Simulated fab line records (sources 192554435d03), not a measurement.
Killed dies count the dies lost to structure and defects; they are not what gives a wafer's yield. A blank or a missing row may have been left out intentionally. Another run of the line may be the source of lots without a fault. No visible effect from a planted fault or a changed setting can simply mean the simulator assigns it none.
Lot-split experiment || flow n5-finfet || 21 wafers read from 7 lots, route of 1938 steps

## THE SPLIT ITSELF
At N5_BEOL_M4_EXPOSE_08 (exposes mask M4), the setting dose-mj was moved away from the recipe's 41.25 on 6 of the 21 wafers read, by -4.6% to +2.2%. The other wafers ran this setting at the recipe's value.

## FROM THE SPLIT TO THE READING: what the file shows between them, 9 steps
- N5_BEOL_M4_PEB_09: peb time 60 s
- N5_BEOL_M4_DEVELOP_10: develop time 30 s
- N5_BEOL_M4_DESCUM_16: chemistry O2, time 7 s
- N5_BEOL_M4_ETCH_74: etches underlayer in N2/H2, target depth 6.5 nm, time 5.2 s
- N5_BEOL_M4_ETCH_63: etches SiARC in CF4, target depth 15.6 nm, time 26 s
- N5_BEOL_M4_ETCH_64: etches SOC in N2/H2, target depth 75 nm, overetch 22.5 nm, time 121.9 s
- N5_BEOL_M4_STRIP_65: strips in N2/H2
- N5_BEOL_M4_STRIP_75: strips in N2/H2
- N5_BEOL_M4_STRIP_66: strips in CF4

## THE READING
BEOL_M4.cd-offset-nm (the simulator's own value, which no gauge read), in nm, at N5_BEOL_M4_HM_OPEN_17 (chemistry Cl2/BCl3, target TiN, target depth 20 nm, overetch 6 nm). There is no usual value for it anywhere in the file. Across the 15 wafers here that went through the recipe, the average is 0.2 nm and the standard deviation 0.24 nm.

{"wafer": "L074.1", "tool, chamber at the split": "euv-scanner-01, 0", "dose-mj as run": 41.25, "against the recipe": "recipe", "BEOL_M4.cd-offset-nm, nm": 0, "against lot-mates on the recipe": "-"}
{"wafer": "L074.2", "tool, chamber at the split": "euv-scanner-01, 0", "dose-mj as run": 41.25, "against the recipe": "recipe", "BEOL_M4.cd-offset-nm, nm": 0.2, "against lot-mates on the recipe": "-"}
{"wafer": "L074.4", "tool, chamber at the split": "euv-scanner-01, 0", "dose-mj as run": 41.25, "against the recipe": "recipe", "BEOL_M4.cd-offset-nm, nm": 0.6, "against lot-mates on the recipe": "-"}
{"wafer": "L075.4", "tool, chamber at the split": "euv-scanner-01, 0", "dose-mj as run": 41.25, "against the recipe": "recipe", "BEOL_M4.cd-offset-nm, nm": 0.2, "against lot-mates on the recipe": "-"}
{"wafer": "L075.5", "tool, chamber at the split": "euv-scanner-01, 0", "dose-mj as run": 41.25, "against the recipe": "recipe", "BEOL_M4.cd-offset-nm, nm": 0.2, "against lot-mates on the recipe": "-"}
{"wafer": "L075.6", "tool, chamber at the split": "euv-scanner-01, 0", "dose-mj as run": 41.25, "against the recipe": "recipe", "BEOL_M4.cd-offset-nm, nm": 0, "against lot-mates on the recipe": "-"}
{"wafer": "L078.1", "tool, chamber at the split": "euv-scanner-01, 0", "dose-mj as run": 42.14, "against the recipe": "+2.2%", "BEOL_M4.cd-offset-nm, nm": 0.8, "against lot-mates on the recipe": "+0.4"}
{"wafer": "L078.3", "tool, chamber at the split": "euv-scanner-01, 0", "dose-mj as run": 42.14, "against the recipe": "+2.2%", "BEOL_M4.cd-offset-nm, nm": 0.8, "against lot-mates on the recipe": "+0.4"}
{"wafer": "L078.6", "tool, chamber at the split": "euv-scanner-01, 0", "dose-mj as run": 41.25, "against the recipe": "recipe", "BEOL_M4.cd-offset-nm, nm": 0.4, "against lot-mates on the recipe": "-"}
{"wafer": "L081.3", "tool, chamber at the split": "euv-scanner-01, 0", "dose-mj as run": 39.35, "against the recipe": "-4.6%", "BEOL_M4.cd-offset-nm, nm": -1.4, "against lot-mates on the recipe": -1.0}
{"wafer": "L081.4", "tool, chamber at the split": "euv-scanner-01, 0", "dose-mj as run": 39.35, "against the recipe": "-4.6%", "BEOL_M4.cd-offset-nm, nm": -1.2, "against lot-mates on the recipe": -0.8}
{"wafer": "L081.5", "tool, chamber at the split": "euv-scanner-01, 0", "dose-mj as run": 41.25, "against the recipe": "recipe", "BEOL_M4.cd-offset-nm, nm": -0.4, "against lot-mates on the recipe": "-"}
{"wafer": "L089.2", "tool, chamber at the split": "euv-scanner-02, 0", "dose-mj as run": 41.25, "against the recipe": "recipe", "BEOL_M4.cd-offset-nm, nm": 0.2, "against lot-mates on the recipe": "-"}
{"wafer": "L089.5", "tool, chamber at the split": "euv-scanner-02, 0", "dose-mj as run": 41.25, "against the recipe": "recipe", "BEOL_M4.cd-offset-nm, nm": 0.2, "against lot-mates on the recipe": "-"}
{"wafer": "L089.6", "tool, chamber at the split": "euv-scanner-02, 0", "dose-mj as run": 41.25, "against the recipe": "recipe", "BEOL_M4.cd-offset-nm, nm": 0.2, "against lot-mates on the recipe": "-"}
{"wafer": "L090.1", "tool, chamber at the split": "euv-scanner-02, 0", "dose-mj as run": 39.67, "against the recipe": "-3.8%", "BEOL_M4.cd-offset-nm, nm": -0.2, "against lot-mates on the recipe": -0.6}
{"wafer": "L090.2", "tool, chamber at the split": "euv-scanner-02, 0", "dose-mj as run": 39.67, "against the recipe": "-3.8%", "BEOL_M4.cd-offset-nm, nm": -0.8, "against lot-mates on the recipe": -1.2}
{"wafer": "L090.4", "tool, chamber at the split": "euv-scanner-02, 0", "dose-mj as run": 41.25, "against the recipe": "recipe", "BEOL_M4.cd-offset-nm, nm": 0.4, "against lot-mates on the recipe": "-"}
{"wafer": "L091.1", "tool, chamber at the split": "euv-scanner-02, 0", "dose-mj as run": 41.25, "against the recipe": "recipe", "BEOL_M4.cd-offset-nm, nm": 0.4, "against lot-mates on the recipe": "-"}
{"wafer": "L091.3", "tool, chamber at the split": "euv-scanner-02, 0", "dose-mj as run": 41.25, "against the recipe": "recipe", "BEOL_M4.cd-offset-nm, nm": 0.4, "against lot-mates on the recipe": "-"}
{"wafer": "L091.5", "tool, chamber at the split": "euv-scanner-02, 0", "dose-mj as run": 41.25, "against the recipe": "recipe", "BEOL_M4.cd-offset-nm, nm": 0.6, "against lot-mates on the recipe": "-"}

THE FIT
A straight line over all 21 wafers: BEOL_M4.cd-offset-nm changes by +0.275 nm for each +1% of dose-mj; r = +0.89; the points scatter about the line by 0.28 nm.
The same after taking each lot's own level away (the mean of its wafers on the recipe; 21 wafers): +0.207 nm for each +1%; r = +0.93; scatter 0.16 nm.
That fit puts the effect of the largest move of dose-mj on the reading at 0.95 nm.
Across the lots, their own levels run from -0.40 to 0.47 nm, a range of 3.5 times the standard deviation given above.
Hence the slope depends on the lot-to-lot level, as the two fits are not the same.
Check: -0.95 nm against its lot-mates is what the line predicts for one of the wafers moved furthest among these (-4.6%) when that wafer is left out of the fit. Against them it came out at -1 nm.

## THESE WAFERS: OTHER SPLITS
Note: prior to the reading, these wafers also went through further splits. Each is held against what the fit with the lots' levels taken away leaves over:
{"other split on the same wafers": "N5_BEOL_M2_COAT_73 temp-c", "wafers away from the commonest value": 6, "r with BEOL_M4.cd-offset-nm (lot level and that fit taken away)": -0.26}
{"other split on the same wafers": "N5_BEOL_M3_VIA_ETCH_34 time-s", "wafers away from the commonest value": 10, "r with BEOL_M4.cd-offset-nm (lot level and that fit taken away)": -0.35}
{"other split on the same wafers": "N5_BEOL_M3_TRENCH_ETCH_37 time-s", "wafers away from the commonest value": 4, "r with BEOL_M4.cd-offset-nm (lot level and that fit taken away)": "+0.27"}

## THE WHOLE CHAIN: every reading that the file lists as answering this split, in the file's order
{"step": "N5_BEOL_M4_ETCH_74", "what it does": "etches underlayer in N2/H2, target depth 6.5 nm, time 5.2 s", "reading": "BEOL_M4.cd-offset-nm (the simulator's own value, which no gauge read)", "change (the file's fit)": "+0.194 nm for each +1% of the setting", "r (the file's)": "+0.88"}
{"step": "N5_BEOL_M4_ETCH_63", "what it does": "etches SiARC in CF4, target depth 15.6 nm, time 26 s", "reading": "BEOL_M4.cd-offset-nm (the simulator's own value, which no gauge read)", "change (the file's fit)": "+0.201 nm for each +1% of the setting", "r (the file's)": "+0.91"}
{"step": "N5_BEOL_M4_ETCH_64", "what it does": "etches SOC in N2/H2, target depth 75 nm, overetch 22.5 nm, time 121.9 s", "reading": "BEOL_M4.cd-offset-nm (the simulator's own value, which no gauge read)", "change (the file's fit)": "+0.239 nm for each +1% of the setting", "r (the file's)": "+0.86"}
{"step": "N5_BEOL_M4_HM_OPEN_17", "what it does": "chemistry Cl2/BCl3, target TiN, target depth 20 nm, overetch 6 nm", "reading": "BEOL_M4.cd-offset-nm (the simulator's own value, which no gauge read)", "change (the file's fit)": "+0.209 nm for each +1% of the setting", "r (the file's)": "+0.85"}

## FILE'S OWN FIT
BEOL_M4.cd-offset-nm changes by +0.209 nm for each +1% of dose-mj, r = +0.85.
